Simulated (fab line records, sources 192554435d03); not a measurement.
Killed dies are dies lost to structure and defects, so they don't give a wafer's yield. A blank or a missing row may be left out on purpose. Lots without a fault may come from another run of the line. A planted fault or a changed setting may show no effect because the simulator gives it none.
Which tool did it? | flow n5_finfet | 24 lots, 72 wafers sampled, at 5 steps of a route of 1938

WHAT THE GAUGES READ, wafer by wafer
N5_BEOL_M6_CD_MEAS_18: pitch 80 nm, target cd 40 nm. Usual: cd_nm 40.0 nm, standard deviation 0.72.
lot  | measured     | on        | cd_nm (nm)     | flag
L074 | day 8 07:17  | cd_sem-02 | 40.2 42.0 40.8 |
L075 | day 8 14:25  | cd_sem-03 | 40.7 40.2 40.9 |
L076 | day 8 23:56  | cd_sem-03 | 38.9 40.6 39.7 |
L078 | day 9 01:52  | cd_sem-02 | 40.5 41.1 41.1 |
L077 | day 9 04:32  | cd_sem-03 | 40.1 39.3 40.4 |
L079 | day 9 14:08  | cd_sem-01 | 38.6 40.6 38.4 |
L080 | day 9 20:24  | cd_sem-02 | 41.0 40.4 40.8 |
L081 | day 10 09:30 | cd_sem-02 | 40.0 40.2 39.5 |
L082 | day 10 16:49 | cd_sem-01 | 39.9 39.7 39.9 |
L083 | day 11 08:14 | cd_sem-01 | 39.9 39.3 40.9 |
L084 | day 11 14:18 | cd_sem-01 | 39.6 40.7 40.1 |
L085 | day 11 19:54 | cd_sem-03 | 39.8 40.3 40.1 |
L086 | day 11 22:47 | cd_sem-01 | 39.8 40.0 40.7 |
L088 | day 11 23:20 | cd_sem-02 | 39.2 39.5 38.4 |
L087 | day 12 04:58 | cd_sem-01 | 40.2 40.2 39.9 |
L089 | day 12 04:52 | cd_sem-01 | 38.5 38.7 39.0 |
L090 | day 12 08:30 | cd_sem-03 | 39.8 40.0 38.5 |
L091 | day 13 05:16 | cd_sem-02 | 40.2 39.0 39.9 |
L092 | day 13 10:34 | cd_sem-02 | 40.4 41.6 41.2 |
L094 | day 13 11:57 | cd_sem-03 | 39.9 39.4 39.5 |
L093 | day 13 14:11 | cd_sem-03 | 40.3 40.9 40.6 |
L095 | day 14 07:38 | cd_sem-02 | 40.3 40.4 39.8 |
L096 | day 14 08:17 | cd_sem-01 | 40.0 39.0 39.3 |
L097 | day 14 12:45 | cd_sem-03 | 39.0 39.8 39.2 |

WHICH TOOL RAN EACH LOT (tool, then ch and the chambers of the sampled wafers, then the start)
lot  | N5_BEOL_M5_ANNEAL_84         | N5_BEOL_M5_ANNEAL_51             | N5_BEOL_M6_ILD_DEP_00           | N5_BEOL_M6_HM_DEP_02
L074 | pvd_sputter-01, day 8 00:43  | rtp_anneal-01 ch 0, day 8 03:11  | pecvd-04 ch 0,1,2, day 8 04:07  | pvd_sputter-01, day 8 06:15
L075 | pvd_sputter-02, day 8 07:43  | rtp_anneal-01 ch 0, day 8 10:03  | pecvd-04 ch 1,2, day 8 10:56    | pvd_sputter-02, day 8 13:30
L076 | pvd_sputter-03, day 8 13:45  | rtp_anneal-02 ch 0, day 8 16:03  | pecvd-02 ch 0,2, day 8 16:58    | pvd_sputter-03, day 8 22:41
L078 | pvd_sputter-03, day 8 20:05  | rtp_anneal-02 ch 0, day 8 22:22  | pecvd-01 ch 0,1,2, day 8 23:17  | pvd_sputter-03, day 9 00:57
L077 | pvd_sputter-02, day 8 21:53  | rtp_anneal-02 ch 0, day 9 00:10  | pecvd-01 ch 0,1,2, day 9 01:05  | pvd_sputter-03, day 9 03:23
L079 | pvd_sputter-02, day 9 07:37  | rtp_anneal-01 ch 0, day 9 09:55  | pecvd-01 ch 0, day 9 10:50      | pvd_sputter-02, day 9 12:35
L080 | pvd_sputter-03, day 9 13:37  | rtp_anneal-01 ch 0, day 9 15:58  | pecvd-04 ch 0,1, day 9 16:58    | pvd_sputter-02, day 9 18:55
L081 | pvd_sputter-01, day 10 03:56 | rtp_anneal-02 ch 0, day 10 06:14 | pecvd-01 ch 0,1, day 10 07:09   | pvd_sputter-03, day 10 08:27
L082 | pvd_sputter-02, day 10 11:22 | rtp_anneal-02 ch 0, day 10 13:40 | pecvd-01 ch 0,1, day 10 14:35   | pvd_sputter-01, day 10 15:53
L083 | pvd_sputter-03, day 11 01:55 | rtp_anneal-01 ch 0, day 11 04:27 | pecvd-01 ch 1,2, day 11 05:22   | pvd_sputter-03, day 11 07:05
L084 | pvd_sputter-01, day 11 09:05 | rtp_anneal-01 ch 0, day 11 11:22 | pecvd-01 ch 1,2, day 11 12:17   | pvd_sputter-01, day 11 13:15
L085 | pvd_sputter-03, day 11 14:27 | rtp_anneal-01 ch 0, day 11 16:50 | pecvd-04 ch 0,1,2, day 11 17:56 | pvd_sputter-01, day 11 18:52
L086 | pvd_sputter-01, day 11 15:41 | rtp_anneal-01 ch 0, day 11 18:02 | pecvd-02 ch 0,1, day 11 19:04   | pvd_sputter-03, day 11 21:35
L088 | pvd_sputter-02, day 11 16:10 | rtp_anneal-02 ch 0, day 11 18:28 | pecvd-04 ch 0,1,2, day 11 19:50 | pvd_sputter-03, day 11 22:10
L087 | pvd_sputter-01, day 11 21:22 | rtp_anneal-02 ch 0, day 11 23:43 | pecvd-04 ch 0,2, day 12 02:02   | pvd_sputter-03, day 12 04:02
L089 | pvd_sputter-02, day 11 21:46 | rtp_anneal-01 ch 0, day 12 00:04 | pecvd-02 ch 1,2, day 12 01:45   | pvd_sputter-03, day 12 03:56
L090 | pvd_sputter-03, day 12 01:34 | rtp_anneal-02 ch 0, day 12 03:59 | pecvd-02 ch 0,1, day 12 04:56   | pvd_sputter-01, day 12 07:19
L091 | pvd_sputter-03, day 12 22:37 | rtp_anneal-01 ch 0, day 13 01:08 | pecvd-04 ch 1,2, day 13 02:00   | pvd_sputter-02, day 13 04:20
L092 | pvd_sputter-03, day 13 03:05 | rtp_anneal-01 ch 0, day 13 05:23 | pecvd-02 ch 1,2, day 13 06:34   | pvd_sputter-02, day 13 09:25
L094 | pvd_sputter-02, day 13 06:54 | rtp_anneal-02 ch 0, day 13 09:14 | pecvd-01 ch 0,1,2, day 13 10:09 | pvd_sputter-03, day 13 10:55
L093 | pvd_sputter-01, day 13 08:14 | rtp_anneal-02 ch 0, day 13 10:35 | pecvd-02 ch 0,1,2, day 13 11:28 | pvd_sputter-01, day 13 13:08
L095 | pvd_sputter-02, day 13 23:39 | rtp_anneal-02 ch 0, day 14 01:56 | pecvd-01 ch 0,1,2, day 14 02:52 | pvd_sputter-02, day 14 05:16
L096 | pvd_sputter-03, day 13 23:41 | rtp_anneal-01 ch 0, day 14 01:59 | pecvd-01 ch 0,1,2, day 14 03:11 | pvd_sputter-02, day 14 05:33
L097 | pvd_sputter-01, day 14 03:31 | rtp_anneal-02 ch 0, day 14 06:01 | pecvd-04 ch 1,2, day 14 06:56   | pvd_sputter-03, day 14 11:19
- N5_BEOL_M5_ANNEAL_84: time 1800 s.
- N5_BEOL_M5_ANNEAL_51: time 90 s.
- N5_BEOL_M6_ILD_DEP_00: deposits SiCOH lowk from DEMS/porogen, target thk 179.75 nm, time 33.4 s.
- N5_BEOL_M6_HM_DEP_02: deposits TiN, target thk 20 nm.

WHAT THE TOOLS THEMSELVES READ (means of the sampled wafers that have a number; where no wafer has one, the mark that the record gives instead)
N5_BEOL_M5_ANNEAL_84. Usual: heater_power_w 858 W, standard deviation 88.
lot  | tool           | heater_power_w (W) | flag
L074 | pvd_sputter-01 | 839                |
L075 | pvd_sputter-02 | 879                |
L076 | pvd_sputter-03 | 881                |
L078 | pvd_sputter-03 | 870                |
L077 | pvd_sputter-02 | 843                |
L079 | pvd_sputter-02 | 817                |
L080 | pvd_sputter-03 | 959                |
L081 | pvd_sputter-01 | 794                |
L082 | pvd_sputter-02 | 872                |
L083 | pvd_sputter-03 | 952                |
L084 | pvd_sputter-01 | 809                |
L085 | pvd_sputter-03 | 989                |
L086 | pvd_sputter-01 | 777                |
L088 | pvd_sputter-02 | 821                |
L087 | pvd_sputter-01 | 821                |
L089 | pvd_sputter-02 | 866                |
L090 | pvd_sputter-03 | 880                |
L091 | pvd_sputter-03 | 885                |
L092 | pvd_sputter-03 | 946                |
L094 | pvd_sputter-02 | 791                |
L093 | pvd_sputter-01 | 859                |
L095 | pvd_sputter-02 | 834                |
L096 | pvd_sputter-03 | 902                |
L097 | pvd_sputter-01 | 768                |

N5_BEOL_M5_ANNEAL_51. Usual: wafer_temp_C_max 226.0, standard deviation 0.41.
lot  | tool          | wafer_temp_C_max | flag
L074 | rtp_anneal-01 | 226.3            |
L075 | rtp_anneal-01 | 226.2            |
L076 | rtp_anneal-02 | 225.5            |
L078 | rtp_anneal-02 | 225.6            |
L077 | rtp_anneal-02 | 225.6            |
L079 | rtp_anneal-01 | 226.2            |
L080 | rtp_anneal-01 | 226.1            |
L081 | rtp_anneal-02 | 225.5            |
L082 | rtp_anneal-02 | 225.7            |
L083 | rtp_anneal-01 | 226.5            |
L084 | rtp_anneal-01 | 226.4            |
L085 | rtp_anneal-01 | 226.4            |
L086 | rtp_anneal-01 | 226.6            |
L088 | rtp_anneal-02 | 225.8            |
L087 | rtp_anneal-02 | 225.6            |
L089 | rtp_anneal-01 | 226.4            |
L090 | rtp_anneal-02 | 225.6            |
L091 | rtp_anneal-01 | 226.6            |
L092 | rtp_anneal-01 | 226.5            |
L094 | rtp_anneal-02 | 225.7            |
L093 | rtp_anneal-02 | 225.7            |
L095 | rtp_anneal-02 | 225.5            |
L096 | rtp_anneal-01 | 226.5            |
L097 | rtp_anneal-02 | 225.5            |

N5_BEOL_M6_ILD_DEP_00. Usual: heater_power_w 341 W, standard deviation 60; showerhead_plenum_p_Torr 5.748 Torr, standard deviation 0.014; throttle_valve_pct 13.8 %, standard deviation 0.59.
lot  | tool     | heater_power_w (W) | showerhead_plenum_p_Torr (Torr) | throttle_valve_pct (%) | flag
L074 | pecvd-04 | 382                | 5.749                           | 13.6                   |
L075 | pecvd-04 | 388                | 5.747                           | 13.3                   |
L076 | pecvd-02 | 319                | 5.759                           | 13.5                   |
L078 | pecvd-01 | 327                | 5.752                           | 13.8                   |
L077 | pecvd-01 | 341                | 5.747                           | 13.8                   |
L079 | pecvd-01 | 301                | 5.739                           | 14.0                   |
L080 | pecvd-04 | 392                | 5.740                           | 13.8                   |
L081 | pecvd-01 | 333                | 5.742                           | 14.3                   |
L082 | pecvd-01 | 349                | 5.742                           | 14.2                   |
L083 | pecvd-01 | 362                | 5.746                           | 13.9                   |
L084 | pecvd-01 | 371                | 5.756                           | 13.7                   |
L085 | pecvd-04 | 404                | 5.744                           | 13.7                   |
L086 | pecvd-02 | 272                | 5.753                           | 14.0                   |
L088 | pecvd-04 | 365                | 5.741                           | 13.8                   |
L087 | pecvd-04 | 402                | 5.750                           | 12.9                   |
L089 | pecvd-02 | 246                | 5.744                           | 13.8                   |
L090 | pecvd-02 | 306                | 5.752                           | 14.0                   |
L091 | pecvd-04 | 365                | 5.745                           | 13.5                   |
L092 | pecvd-02 | 265                | 5.748                           | 13.9                   |
L094 | pecvd-01 | 334                | 5.758                           | 13.9                   |
L093 | pecvd-02 | 255                | 5.751                           | 13.7                   |
L095 | pecvd-01 | 336                | 5.749                           | 13.7                   |
L096 | pecvd-01 | 342                | 5.752                           | 13.7                   |
L097 | pecvd-04 | 395                | 5.752                           | 13.6                   |

N5_BEOL_M6_HM_DEP_02. Usual: throttle_valve_pct 30.2 %, standard deviation 1.4.
lot  | tool           | throttle_valve_pct (%) | flag
L074 | pvd_sputter-01 | 30.1                   |
L075 | pvd_sputter-02 | 30.4                   |
L076 | pvd_sputter-03 | 30.9                   |
L078 | pvd_sputter-03 | 30.0                   |
L077 | pvd_sputter-03 | 30.3                   |
L079 | pvd_sputter-02 | 29.7                   |
L080 | pvd_sputter-02 | 29.7                   |
L081 | pvd_sputter-03 | 30.8                   |
L082 | pvd_sputter-01 | 31.1                   |
L083 | pvd_sputter-03 | 30.2                   |
L084 | pvd_sputter-01 | 30.9                   |
L085 | pvd_sputter-01 | 30.8                   |
L086 | pvd_sputter-03 | 30.3                   |
L088 | pvd_sputter-03 | 30.9                   |
L087 | pvd_sputter-03 | 31.1                   |
L089 | pvd_sputter-03 | 30.2                   |
L090 | pvd_sputter-01 | 30.7                   |
L091 | pvd_sputter-02 | 29.8                   |
L092 | pvd_sputter-02 | 30.9                   |
L094 | pvd_sputter-03 | 29.7                   |
L093 | pvd_sputter-01 | 30.9                   |
L095 | pvd_sputter-02 | 29.8                   |
L096 | pvd_sputter-02 | 30.8                   |
L097 | pvd_sputter-03 | 30.9                   |

THE ANSWER, worked out from the rows above alone
Rule: a lot is off if the mean of its wafers that have a number lies more than 3 standard deviations from the usual mean. A lot without any number at a reading at which 4 lots or more have one is off too. The other lots that the step has rows for count as sound. The gauges are gone through in route order, then the tools' own readings, and for those a lot's mean is taken as printed above. The first step at which some lot is off is used, and at that step the reading that is off furthest; a lot without a number counts as furthest.
No lot is off at any reading shown: from this, nothing can be told.

WHAT THE SIMULATOR HAD PUT IN
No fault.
